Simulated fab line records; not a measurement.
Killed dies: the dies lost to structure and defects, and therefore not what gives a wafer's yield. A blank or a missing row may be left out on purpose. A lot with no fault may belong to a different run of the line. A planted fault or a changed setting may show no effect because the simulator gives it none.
Matching of chambers || flow n5Finfet || 4 sister chambers for N5_MOL_CONTACT_COAG_ETCH_91 on rieDiel-01
The step etches SOC in N2/H2, target depth 60 nm, overetch 21 nm, time 101.2 s. 4 wafers are shown with their chamber, then 12 later ones without.

## WAFERS WITH THEIR CHAMBER
{"wafer": "L078.1", "chamber": 0, "drypumpMotorCurrentA (A)": 5.45}
{"wafer": "L085.1", "chamber": 2, "drypumpMotorCurrentA (A)": 5.94}
{"wafer": "L085.2", "chamber": 1, "drypumpMotorCurrentA (A)": 5.11}
{"wafer": "L085.4", "chamber": 3, "drypumpMotorCurrentA (A)": 5.44}

## WAFERS WITH NO CHAMBER GIVEN
{"wafer": "L086.2", "drypumpMotorCurrentA (A)": 5.11}
{"wafer": "L086.3", "drypumpMotorCurrentA (A)": 5.95}
{"wafer": "L086.6", "drypumpMotorCurrentA (A)": 5.12}
{"wafer": "L088.3", "drypumpMotorCurrentA (A)": 5.92}
{"wafer": "L088.4", "drypumpMotorCurrentA (A)": 5.48}
{"wafer": "L088.6", "drypumpMotorCurrentA (A)": 5.91}
{"wafer": "L090.1", "drypumpMotorCurrentA (A)": 5.44}
{"wafer": "L090.2", "drypumpMotorCurrentA (A)": 5.40}
{"wafer": "L090.5", "drypumpMotorCurrentA (A)": 5.43}
{"wafer": "L097.3", "drypumpMotorCurrentA (A)": 5.11}
{"wafer": "L097.4", "drypumpMotorCurrentA (A)": 5.99}
{"wafer": "L097.5", "drypumpMotorCurrentA (A)": 5.97}

## EACH ONE'S CHAMBER
{"wafer": "L086.2", "from the rows above": 1, "in truth": 1}
{"wafer": "L086.3", "from the rows above": 2, "in truth": 2}
{"wafer": "L086.6", "from the rows above": 1, "in truth": 1}
{"wafer": "L088.3", "from the rows above": 2, "in truth": 2}
{"wafer": "L088.4", "from the rows above": "can't be placed: 0 or 3", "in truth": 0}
{"wafer": "L088.6", "from the rows above": 2, "in truth": 2}
{"wafer": "L090.1", "from the rows above": "can't be placed: 3 or 0", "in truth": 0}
{"wafer": "L090.2", "from the rows above": "can't be placed: 3 or 0", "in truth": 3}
{"wafer": "L090.5", "from the rows above": "can't be placed: 3 or 0", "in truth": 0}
{"wafer": "L097.3", "from the rows above": 1, "in truth": 1}
{"wafer": "L097.4", "from the rows above": 2, "in truth": 2}
{"wafer": "L097.5", "from the rows above": 2, "in truth": 2}
Correctly placed: 8 of 12. Can't be placed from these rows: 4 (the true chamber is among the candidates in 4). Number placed wrongly: 0.
How it was worked out, from the rows above alone: a wafer's distance from a chamber is the root of the sum, over the readings, of the square of ((its reading less the chamber's mean) divided by the reading's scatter). The wafer belongs to the nearest chamber; if the next one is less than 2 further off, it can't be placed. For every chamber, the mean is computed from those of its wafers that are shown. The scatter: with one shown wafer a chamber, the root of the mean of the squares of how far each hidden wafer lies from its nearest shown one.
